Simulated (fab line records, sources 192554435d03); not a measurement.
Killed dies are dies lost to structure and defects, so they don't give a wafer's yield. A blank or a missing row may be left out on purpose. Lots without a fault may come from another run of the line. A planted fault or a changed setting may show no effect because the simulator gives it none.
fab line records | flow n5_finfet
record lots=24 wafers=72 last_day=21
route steps=1938 shown BEOL_M13@1698 BEOL_M14@1728
lots that met no fault: from a run of the same line without faults
start_h: hours from the record's first day to the start of the lot's first wafer shown | wait_h: hours since the lot's step before | " the same as in the row above | L1.1+2: a row that stands for several wafers | - no value, or no start given | * or withheld: withheld | < > ~ a bound
route shown NAME@n: a module of which the file shows steps, and the number in the route of the first | usual: mean/standard deviation of fault-free wafers | same: alike in all rows | chamber/n: place in a boat | sites: the reading at each site | _std_site: their standard deviation | _edge_site: outer sites' mean less inner sites' | radius_mm: how far each site lies from the wafer's centre | mask NAME#n: copy n | behind: the tool/chamber that last shaped the wafer | hold: why the lot was held/for how many hours/how that ended | device: the transistor (n, p or np) that didn't switch | end of line: the same wafers' tests at the end of the route | a step without rows: its recipe alone | killed: dies lost to structure and defects at the first sort, not the wafer's yield | map: a wafer's dies, x killed, . not, _ none there
set.NAME: the setting as run; set.NAME@STEP: as run at that earlier step | model.NAME: the simulator's own value behind a step, which no gauge read
steps of the route over a sample of lots; a table a step, a row a wafer
services: from which hour (start_h, from the record's first day; less than 0 if before it) a tool's chamber was out of use, for how many hours, and why
## steps
# step N5_BEOL_M13_OCD_MEAS_35
# usual trench_depth_nm=411/9
# columns lot.wafer tool chamber start_h wait_h trench_depth_nm
L076.2 ocd-01 - 342.21 0.0 423
L076.5 " - " " 417
L076.6 " - " " 414
L074.3 ocd-02 - 347.84 0.0 404
L074.4 " - " " 405
L074.5 " - " " 408
L075.1 ocd-01 - 348.73 0.0 399
L075.4 " - " " 418
L075.5 " - " " 411
L077.2 ocd-01 - 354.62 0.0 401
L077.3 " - " " 429
L077.6 " - " " 406
L078.1 ocd-02 - 358.21 0.0 402
L078.4 " - " " 414
L078.6 " - " " 414
L079.2 ocd-01 - 366.40 0.0 407
L079.3 " - " " 413
L079.4 " - " " 410
L081.1 ocd-01 - 372.67 0.0 398
L081.2 " - " " 426
L081.6 " - " " 427
L083.1 ocd-01 - 375.76 0.0 397
L083.2 " - " " 426
L083.5 " - " " 407
L080.2 ocd-01 - 383.57 0.0 419
L080.4 " - " " 428
L080.5 " - " " 430
L082.1 ocd-01 - 385.24 0.0 411
L082.3 " - " " 414
L082.6 " - " " 412
L085.2 ocd-01 - 386.18 0.0 403
L085.3 " - " " 401
L085.6 " - " " 402
L084.1 ocd-01 - 395.54 0.0 418
L084.3 " - " " 403
L084.5 " - " " 417
L086.3 ocd-01 - 397.42 0.0 412
L086.5 " - " " 412
L086.6 " - " " 401
L089.1 ocd-01 - 417.25 0.0 403
L089.2 " - " " 425
L089.5 " - " " 410
L091.3 ocd-01 - 418.31 0.0 424
L091.4 " - " " 402
L091.6 " - " " 400
L087.1 ocd-01 - 424.13 0.0 405
L087.2 " - " " 416
L087.6 " - " " 402
L090.2 ocd-01 - 427.71 0.0 420
L090.3 " - " " 394
L090.6 " - " " 415
L088.1 ocd-02 - 428.26 0.0 398
L088.5 " - " " 400
L088.6 " - " " 418
L092.3 ocd-01 - 428.96 0.0 406
L092.5 " - " " 413
L092.6 " - " " 406
L093.1 ocd-01 - 444.08 0.0 427
L093.3 " - " " 417
L093.6 " - " " 408
L094.1 ocd-01 - 452.57 0.0 401
L094.3 " - " " 415
L094.4 " - " " 412
L095.1 ocd-01 - 462.02 0.0 405
L095.3 " - " " 428
L095.6 " - " " 427
L096.1 ocd-01 - 463.70 0.0 407
L096.5 " - " " 414
L096.6 " - " " 406
L097.2 ocd-01 - 476.28 0.0 403
L097.3 " - " " 418
L097.6 " - " " 409
# step N5_BEOL_M13_SPUTTER_44
# recipe material=Ta target_thk_a=100 temp_c=50 bias_v=80 power_w=15000 chamber_pressure_pa=0.07 time_s=16.13
# usual substrate_temp_c=50.03/0.1 throttle_valve_pct=30.3/1.1
# same time_s=16.13
# columns lot.wafer tool chamber start_h wait_h substrate_temp_c throttle_valve_pct
L076.2 pvd_sputter-01 - 344.66 0.0 50.14 31.7
L076.5 " - " " 50.04 31.9
L076.6 " - " " 50.03 29.7
L074.3 pvd_sputter-01 - 349.12 0.0 49.95 31.5
L074.4 " - " " 50.04 30.1
L074.5 " - " " 50.10 29.9
L075.1 pvd_sputter-03 - 350.34 0.0 50.09 28.8
L075.4 " - " " 50.01 31.9
L075.5 " - " " 50.03 30.1
L077.2 pvd_sputter-02 - 359.69 0.0 50.12 30.6
L077.3 " - " " 50.11 30.7
L077.6 " - " " 49.91 30.5
L078.1 pvd_sputter-02 - 360.35 0.0 49.90 30.6
L078.4 " - " " 50.17 29.1
L078.6 " - " " 50.05 31.0
L079.2 pvd_sputter-01 - 373.70 0.0 50.09 31.9
L079.3 " - " " 49.96 31.4
L079.4 " - " " 50.15 28.8
L081.1 pvd_sputter-01 - 374.36 0.0 50.16 29.8
L081.2 " - " " 49.93 28.7
L081.6 " - " " 50.12 31.7
L083.1 pvd_sputter-01 - 379.16 0.0 50.13 31.7
L083.2 " - " " 50.10 29.9
L083.5 " - " " 50.03 31.7
L080.2 pvd_sputter-01 - 385.70 0.0 50.28 29.0
L080.4 " - " " 49.88 31.4
L080.5 " - " " 50.25 28.7
L082.1 pvd_sputter-03 - 385.89 0.0 50.20 32.1
L082.3 " - " " 50.10 30.0
L082.6 " - " " 50.10 28.3
L085.2 pvd_sputter-03 - 388.65 0.0 50.01 32.0
L085.3 " - " " 49.92 28.4
L085.6 " - " " 49.96 32.0
L084.1 pvd_sputter-01 - 399.22 0.0 50.19 31.8
L084.3 " - " " 50.17 28.6
L084.5 " - " " 50.01 28.7
L086.3 pvd_sputter-02 - 401.45 0.0 49.77 30.4
L086.5 " - " " 49.94 30.4
L086.6 " - " " 50.06 30.5
L089.1 pvd_sputter-02 - 419.19 0.0 49.98 30.6
L089.2 " - " " 49.97 30.8
L089.5 " - " " 50.16 30.6
L091.3 pvd_sputter-03 - 420.22 0.0 50.20 29.9
L091.4 " - " " 50.11 32.0
L091.6 " - " " 50.04 32.3
L087.1 pvd_sputter-02 - 425.25 0.0 49.91 30.6
L087.2 " - " " 50.11 28.9
L087.6 " - " " 50.06 30.7
L090.2 pvd_sputter-02 - 428.69 0.0 49.85 30.4
L090.3 " - " " 50.05 28.7
L090.6 " - " " 50.01 30.3
L088.1 pvd_sputter-02 - 429.19 0.0 49.79 30.8
L088.5 " - " " 50.00 30.7
L088.6 " - " " 49.97 30.4
L092.3 pvd_sputter-02 - 429.69 0.0 49.93 30.7
L092.5 " - " " 50.06 30.8
L092.6 " - " " 50.12 30.3
L093.1 pvd_sputter-01 - 447.02 0.0 49.89 28.8
L093.3 " - " " 50.15 31.6
L093.6 " - " " 50.02 28.6
L094.1 pvd_sputter-03 - 455.29 0.0 50.09 31.5
L094.3 " - " " 49.96 28.7
L094.4 " - " " 50.07 30.1
L095.1 pvd_sputter-01 - 463.77 0.0 49.94 31.6
L095.3 " - " " 50.23 30.0
L095.6 " - " " 49.94 28.7
L096.1 pvd_sputter-01 - 466.47 0.0 50.18 30.0
L096.5 " - " " 49.97 29.8
L096.6 " - " " 49.99 31.9
L097.2 pvd_sputter-02 - 480.83 0.0 49.97 30.5
L097.3 " - " " 50.15 30.6
L097.6 " - " " 50.00 30.6
# step N5_BEOL_M13_DEP_53
# recipe material=SiCN target_thk_a=500 temp_c=withheld precursor=3MS/NH3 pressure_torr=3 rf_w=675 time_s=17.8
# usual showerhead_plenum_p_Torr=4.156/0.024 throttle_valve_pct=18.3/0.62
# same time_s=17.8
# columns lot.wafer tool chamber start_h wait_h showerhead_plenum_p_Torr throttle_valve_pct
L076.2 pecvd-03 2 345.76 0.0 4.205 17.5
L076.5 " 1 " " 4.140 19.1
L076.6 " 0 " " 4.138 18.5
L074.3 pecvd-03 0 350.13 0.0 4.146 18.6
L074.4 " 0 " " 4.148 18.6
L074.5 " 1 " " 4.154 19.1
L075.1 pecvd-04 1 351.76 0.0 4.117 19.0
L075.4 " 0 " " 4.145 18.5
L075.5 " 2 " " 4.162 17.3
L077.2 pecvd-04 1 360.89 0.0 4.121 19.0
L077.3 " 0 " " 4.143 18.8
L077.6 " 0 " " 4.142 18.5
L078.1 pecvd-02 1 361.65 0.0 4.155 18.6
L078.4 " 1 " " 4.136 18.8
L078.6 " 0 " " 4.157 18.5
L079.2 pecvd-02 0 374.71 0.0 4.170 18.5
L079.3 " 2 " " 4.174 18.1
L079.4 " 1 " " 4.138 18.7
L081.1 pecvd-04 1 375.38 0.0 4.121 19.1
L081.2 " 0 " " 4.140 18.2
L081.6 " 0 " " 4.154 18.5
L083.1 pecvd-02 0 380.18 0.0 4.170 18.5
L083.2 " 1 " " 4.143 18.5
L083.5 " 1 " " 4.123 19.0
L080.2 pecvd-02 1 386.71 0.0 4.138 18.9
L080.4 " 1 " " 4.144 18.9
L080.5 " 0 " " 4.157 18.5
L082.1 pecvd-02 1 386.99 0.0 4.138 19.0
L082.3 " 0 " " 4.156 18.5
L082.6 " 0 " " 4.158 18.5
L085.2 pecvd-03 0 389.66 0.0 4.150 18.4
L085.3 " 1 " " 4.156 18.7
L085.6 " 2 " " 4.206 17.4
L084.1 pecvd-03 1 400.73 0.0 4.151 19.1
L084.3 " 2 " " 4.216 17.4
L084.5 " 2 " " 4.197 17.6
L086.3 pecvd-03 1 402.47 0.0 4.151 19.1
L086.5 " 0 " " 4.154 18.2
L086.6 " 1 " " 4.150 19.0
L089.1 pecvd-04 0 420.21 0.0 4.131 18.7
L089.2 " 1 " " 4.111 19.2
L089.5 " 1 " " 4.118 18.5
L091.3 pecvd-04 0 421.23 0.0 4.136 18.3
L091.4 " 0 " " 4.148 18.5
L091.6 " 1 " " 4.115 19.0
L087.1 pecvd-04 2 426.34 0.0 4.163 17.4
L087.2 " 0 " " 4.132 18.3
L087.6 " 2 " " 4.152 17.5
L090.2 pecvd-03 0 429.71 0.0 4.163 18.5
L090.3 " 2 " " 4.215 17.7
L090.6 " 0 " " 4.148 18.5
L088.1 pecvd-04 1 430.97 0.0 4.118 19.1
L088.5 " 1 " " 4.123 19.1
L088.6 " 0 " " 4.148 18.6
L092.3 pecvd-02 2 431.53 0.0 4.167 18.4
L092.5 " 0 " " 4.154 18.6
L092.6 " 2 " " 4.164 18.2
L093.1 pecvd-02 2 448.07 0.0 4.160 18.4
L093.3 " 1 " " 4.134 17.1
L093.6 " 0 " " 4.157 18.8
L094.1 pecvd-02 0 456.55 0.0 4.158 18.5
L094.3 " 2 " " 4.165 18.2
L094.4 " 0 " " 4.161 18.6
L095.1 pecvd-03 0 464.78 0.0 4.139 18.4
L095.3 " 2 " " 4.199 17.9
L095.6 " 0 " " 4.155 18.5
L096.1 pecvd-03 2 468.06 0.0 4.198 17.8
L096.5 " 0 " " 4.147 18.5
L096.6 " 2 " " 4.205 17.5
L097.2 pecvd-02 0 481.85 0.0 4.149 18.7
L097.3 " 2 " " 4.175 18.5
L097.6 " 2 " " 4.173 18.3
# step N5_BEOL_M13_INSPECT_55
# recipe inspect_instrument=darkfield mode=post_dep
# usual raw_defect_count=68/19
# columns lot.wafer tool chamber start_h wait_h raw_defect_count
L076.2 defect_inspect-02 - 345.86 0.0 105
L076.5 " - " " 112
L076.6 " - " " 67
L074.3 defect_inspect-01 - 350.22 0.0 75
L074.4 " - " " 69
L074.5 " - " " 53
L075.1 defect_inspect-01 - 351.85 0.0 81
L075.4 " - " " 68
L075.5 " - " " 56
L077.2 defect_inspect-02 - 360.98 0.0 42
L077.3 " - " " 47
L077.6 " - " " 60
L078.1 defect_inspect-02 - 361.76 0.0 96
L078.4 " - " " 117
L078.6 " - " " 75
L079.2 defect_inspect-01 - 374.80 0.0 84
L079.3 " - " " 53
L079.4 " - " " 89
L081.1 defect_inspect-02 - 375.49 0.0 83
L081.2 " - " " 84
L081.6 " - " " 59
L083.1 defect_inspect-02 - 380.28 0.0 82
L083.2 " - " " 74
L083.5 " - " " 50
L080.2 defect_inspect-01 - 386.80 0.0 82
L080.4 " - " " 81
L080.5 " - " " 101
L082.1 defect_inspect-01 - 387.08 0.0 55
L082.3 " - " " 49
L082.6 " - " " 107
L085.2 defect_inspect-02 - 389.76 0.0 45
L085.3 " - " " 73
L085.6 " - " " 56
L084.1 defect_inspect-01 - 400.83 0.0 69
L084.3 " - " " 72
L084.5 " - " " 85
L086.3 defect_inspect-01 - 402.56 0.0 72
L086.5 " - " " 98
L086.6 " - " " 60
L089.1 defect_inspect-01 - 420.30 0.0 33
L089.2 " - " " 60
L089.5 " - " " 47
L091.3 defect_inspect-02 - 421.33 0.0 59
L091.4 " - " " 107
L091.6 " - " " 88
L087.1 defect_inspect-02 - 426.43 0.0 56
L087.2 " - " " 67
L087.6 " - " " 40
L090.2 defect_inspect-01 - 429.80 0.0 43
L090.3 " - " " 81
L090.6 " - " " 45
L088.1 defect_inspect-02 - 431.07 0.0 60
L088.5 " - " " 82
L088.6 " - " " 57
L092.3 defect_inspect-02 - 431.62 0.0 59
L092.5 " - " " 33
L092.6 " - " " 45
L093.1 defect_inspect-02 - 448.16 0.0 109
L093.3 " - " " 60
L093.6 " - " " 27
L094.1 defect_inspect-01 - 456.64 0.0 62
L094.3 " - " " 63
L094.4 " - " " 66
L095.1 defect_inspect-02 - 464.87 0.0 72
L095.3 " - " " 72
L095.6 " - " " 60
L096.1 defect_inspect-01 - 468.15 0.0 50
L096.5 " - " " 52
L096.6 " - " " 83
L097.2 defect_inspect-01 - 481.94 0.0 79
L097.3 " - " " 38
L097.6 " - " " 66
# step N5_BEOL_M14_INSPECT_12
# recipe mode=adi inspect_instrument=macro
# usual raw_defect_count=2.1/1.5
# columns lot.wafer tool chamber start_h wait_h raw_defect_count
L076.2 defect_inspect-01 - 346.44 0.0 1
L076.5 " - " " 2
L076.6 " - " " 3
L074.3 defect_inspect-02 - 350.81 0.0 3
L074.4 " - " " 1
L074.5 " - " " 1
L075.1 defect_inspect-02 - 352.56 0.0 3
L075.4 " - " " 2
L075.5 " - " " 2
L077.2 defect_inspect-01 - 361.70 0.0 4
L077.3 " - " " 0
L077.6 " - " " 3
L078.1 defect_inspect-02 - 362.47 0.0 1
L078.4 " - " " 4
L078.6 " - " " 3
L079.2 defect_inspect-02 - 375.60 0.0 3
L079.3 " - " " 3
L079.4 " - " " 2
L081.1 defect_inspect-01 - 376.21 0.0 1
L081.2 " - " " 1
L081.6 " - " " 1
L083.1 defect_inspect-02 - 380.88 0.0 4
L083.2 " - " " 1
L083.5 " - " " 3
L080.2 defect_inspect-02 - 387.52 0.0 4
L080.4 " - " " 4
L080.5 " - " " 2
L082.1 defect_inspect-02 - 387.79 0.0 2
L082.3 " - " " 1
L082.6 " - " " 1
L085.2 defect_inspect-01 - 390.47 0.0 3
L085.3 " - " " 1
L085.6 " - " " 5
L084.1 defect_inspect-02 - 401.62 0.0 1
L084.3 " - " " 1
L084.5 " - " " 4
L086.3 defect_inspect-01 - 403.15 0.0 1
L086.5 " - " " 4
L086.6 " - " " 1
L089.1 defect_inspect-01 - 421.01 0.0 3
L089.2 " - " " 1
L089.5 " - " " 3
L091.3 defect_inspect-01 - 422.12 0.0 1
L091.4 " - " " 5
L091.6 " - " " 1
L087.1 defect_inspect-01 - 427.17 0.0 4
L087.2 " - " " 3
L087.6 " - " " 2
L090.2 defect_inspect-01 - 430.39 0.0 2
L090.3 " - " " 3
L090.6 " - " " 3
L088.1 defect_inspect-01 - 431.65 0.0 2
L088.5 " - " " 1
L088.6 " - " " 1
L092.3 defect_inspect-01 - 432.21 0.0 2
L092.5 " - " " 5
L092.6 " - " " 1
L093.1 defect_inspect-02 - 448.75 0.0 4
L093.3 " - " " 1
L093.6 " - " " 3
L094.1 defect_inspect-02 - 457.24 0.0 0
L094.3 " - " " 2
L094.4 " - " " 2
L095.1 defect_inspect-01 - 465.46 0.0 1
L095.3 " - " " 0
L095.6 " - " " 3
L096.1 defect_inspect-02 - 468.74 0.0 4
L096.5 " - " " 1
L096.6 " - " " 0
L097.2 defect_inspect-02 - 482.65 0.0 2
L097.3 " - " " 3
L097.6 " - " " 3
# step N5_BEOL_M14_DESCUM_15
# recipe chemistry=O2 time_s=7.9 source_power_w=50 bias_power_w=20 pressure_mtorr=20 rf_frequency_hz=2.712e+07 temp_c=40 o2_flow_sccm=225
# usual chamber_pressure_mTorr=20.001/0.017 drypump_motor_current_A=5.9/0.42 oes_product_au=0.81/0.071 rf_vpp_V=243.6/1.2 showerhead_plenum_p_Torr=2.11/0.065 throttle_valve_pct=20.36/0.22
# same time_s=7.9
# columns lot.wafer tool chamber start_h wait_h chamber_pressure_mTorr drypump_motor_current_A oes_product_au rf_hours_counter_h rf_vpp_V showerhead_plenum_p_Torr throttle_valve_pct
L076.2 rie_diel-01 0 346.61 0.2 19.980 6.2 0.76 144 244.8 2.18 20.37
L076.5 " 3 " " 19.985 6.4 0.69 - 243.7 2.07 20.32
L076.6 " 0 " " 20.005 6.2 0.76 - 244.3 2.18 20.38
L074.3 rie_diel-05 1 351.07 0.3 19.998 6.2 0.83 85 245.0 2.21 20.64
L074.4 " 3 " " 20.006 6.7 0.79 90 244.9 2.23 20.51
L074.5 " 1 " " 20.024 6.2 0.83 - 245.2 2.21 20.65
L075.1 rie_diel-05 2 352.60 0.0 19.990 5.8 0.79 113 242.6 2.08 20.17
L075.4 " 0 " " 20.008 5.7 0.74 124 244.0 2.19 20.17
L075.5 " 0 " " 20.001 5.7 0.74 - 246.2 2.19 20.17
L077.2 rie_diel-04 0 361.74 0.0 19.990 5.1 0.86 38 242.9 2.04 20.37
L077.3 " 1 " " 19.987 6.3 0.85 73 245.6 2.13 20.50
L077.6 " 3 " " 20.004 5.6 0.93 - 244.8 2.13 20.13
L078.1 rie_diel-05 3 362.51 0.0 19.993 6.7 0.80 95 244.4 2.23 20.52
L078.4 " 1 " " 19.985 6.2 0.82 - 245.2 2.20 20.64
L078.6 " 3 " " 20.002 6.7 0.79 - 244.7 2.23 20.51
L079.2 rie_diel-05 0 375.63 0.0 19.982 5.7 0.73 130 244.6 2.19 20.18
L079.3 " 3 " " 20.018 6.7 0.78 100 244.3 2.23 20.52
L079.4 " 1 " " 19.987 6.2 0.81 96 243.9 2.20 20.66
L081.1 rie_diel-01 0 376.24 0.0 20.011 6.2 0.75 158 243.4 2.17 20.40
L081.2 " 1 " " 19.984 5.9 0.86 48 242.7 2.06 20.63
L081.6 " 1 " " 20.005 5.9 0.87 - 240.8 2.06 20.64
L083.1 rie_diel-01 1 380.91 0.0 19.939 5.9 0.85 51 241.5 2.06 20.64
L083.2 " 0 " " 19.992 6.2 0.75 161 245.6 2.17 20.41
L083.5 " 0 " " 20.018 6.2 0.75 - 243.6 2.17 20.40
L080.2 rie_diel-04 1 387.59 0.1 19.981 6.3 0.84 80 243.4 2.13 20.52
L080.4 " 3 " " 20.001 5.6 0.90 28 242.5 2.12 20.14
L080.5 " 2 " " 20.024 5.7 0.73 - 242.6 2.06 20.26
L082.1 rie_diel-05 0 387.99 0.2 19.997 5.7 0.74 135 246.1 2.19 20.21
L082.3 " 3 " " 19.969 6.7 0.78 105 244.2 2.22 20.53
L082.6 " 0 " " 20.003 5.7 0.74 - 245.2 2.19 20.20
L085.2 rie_diel-04 2 390.62 0.2 19.993 5.7 0.73 174 244.7 2.06 20.26
L085.3 " 1 " " 19.998 6.3 0.84 82 244.1 2.13 20.54
L085.6 " 0 " " 19.984 5.1 0.86 - 244.1 2.04 20.37
L084.1 rie_diel-05 3 401.65 0.0 20.006 6.7 0.78 110 244.0 2.22 20.53
L084.3 " 0 " " 20.002 5.7 0.73 140 246.3 2.19 20.20
L084.5 " 0 " " 20.023 5.7 0.74 - 242.8 2.19 20.21
L086.3 rie_diel-01 2 403.21 0.1 20.019 5.5 0.91 14 241.8 2.04 19.94
L086.5 " 0 " " 20.014 6.2 0.73 - 243.4 2.17 20.43
L086.6 " 2 " " 19.980 5.5 0.92 - 244.4 2.04 19.97
L089.1 rie_diel-04 3 421.04 0.0 20.014 5.7 0.88 40 244.9 2.12 20.16
L089.2 " 0 " " 19.997 5.1 0.85 58 241.8 2.04 20.38
L089.5 " 3 " " 20.033 5.7 0.88 - 243.8 2.12 20.15
L091.3 rie_diel-04 1 422.15 0.0 20.013 6.3 0.83 93 242.1 2.12 20.55
L091.4 " 0 " " 19.991 5.1 0.84 59 243.0 2.04 20.40
L091.6 " 3 " " 19.993 5.7 0.88 - 244.4 2.12 20.15
L087.1 rie_diel-04 3 427.46 0.3 20.000 5.6 0.88 42 242.6 2.12 20.15
L087.2 " 0 " " 20.019 5.1 0.85 61 242.7 2.04 20.39
L087.6 " 3 " " 19.995 5.6 0.87 - 243.0 2.12 20.16
L090.2 rie_diel-04 0 430.46 0.1 20.014 5.1 0.84 62 242.3 2.04 20.40
L090.3 " 3 " " 19.984 5.6 0.88 43 243.8 2.12 20.16
L090.6 " 0 " " 20.007 5.1 0.85 - 242.0 2.04 20.39
L088.1 rie_diel-04 0 431.89 0.2 20.005 5.1 0.83 63 242.4 2.03 20.39
L088.5 " 2 " " 19.987 5.7 0.71 - 243.0 2.05 20.28
L088.6 " 1 " " 19.975 6.3 0.83 - 244.3 2.12 20.54
L092.3 rie_diel-01 2 432.24 0.0 19.994 5.5 0.89 26 241.7 2.04 19.97
L092.5 " 2 " " 19.976 5.5 0.90 - 242.4 2.04 19.98
L092.6 " 1 " " 19.984 5.9 0.84 - 243.3 2.05 20.67
L093.1 rie_diel-01 0 448.78 0.0 19.999 6.2 0.72 191 245.5 2.16 20.44
L093.3 " 1 " " 20.018 5.9 0.83 78 242.8 2.05 20.67
L093.6 " 2 " " 19.982 5.5 0.89 - 242.8 2.03 19.99
L094.1 rie_diel-01 1 457.83 0.6 20.023 6.0 0.82 82 242.5 2.05 20.69
L094.3 " 0 " " 20.006 6.2 0.71 195 243.6 2.16 20.45
L094.4 " 2 " " 20.015 5.5 0.88 36 242.6 2.03 19.99
L095.1 rie_diel-01 3 465.71 0.3 19.988 6.4 0.94 19 243.2 2.06 20.11
L095.3 " 1 " " 20.011 5.9 0.81 85 241.8 2.05 20.70
L095.6 " 0 " " 20.000 6.2 0.71 - 243.6 2.16 20.45
L096.1 rie_diel-05 0 468.77 0.0 19.993 5.6 0.71 161 244.3 2.18 20.26
L096.5 " 2 " " 19.989 5.7 0.75 - 243.4 2.07 20.22
L096.6 " 3 " " 20.013 6.7 0.74 - 245.4 2.21 20.56
L097.2 rie_diel-05 2 482.69 0.0 20.000 5.8 0.75 158 242.9 2.06 20.23
L097.3 " 0 " " 19.981 5.7 0.71 166 244.0 2.18 20.25
L097.6 " 1 " " 20.020 6.2 0.77 - 244.5 2.19 20.71
## services
# columns tool chamber start_h hours kind
pecvd-02 - 324.36 0.8 repair
pecvd-04 - 324.90 0.8 repair
rie_diel-04 2 339.41 7.8 repair
rie_diel-01 2 354.43 - clean
rie_diel-01 2 354.43 - consumable_replace:focus_ring
rie_diel-01 2 354.43 23.2 scheduled_down
rie_diel-01 2 354.43 23.2 vent_cycle
pecvd-02 2 355.98 11.3 repair
rie_diel-05 0 359.21 8.0 repair
pecvd-04 - 364.73 5.5 pm
pecvd-02 1 403.96 - clean
pecvd-02 1 403.96 - consumable_replace:showerhead
pecvd-02 1 403.96 29.0 scheduled_down
pecvd-02 1 403.96 29.0 vent_cycle
pvd_sputter-02 - 409.67 7.3 repair
rie_diel-05 - 410.63 0.9 repair
pecvd-04 0 414.13 6.0 repair
pvd_sputter-01 - 426.95 3.4 repair
rie_diel-01 3 432.33 4.8 repair
pecvd-03 2 444.22 19.8 repair
rie_diel-05 1 452.35 1.3 repair
pecvd-04 - 460.11 6.0 pm
rie_diel-04 3 460.95 2.6 repair
rie_diel-01 2 468.26 16.2 repair
## key
fault none
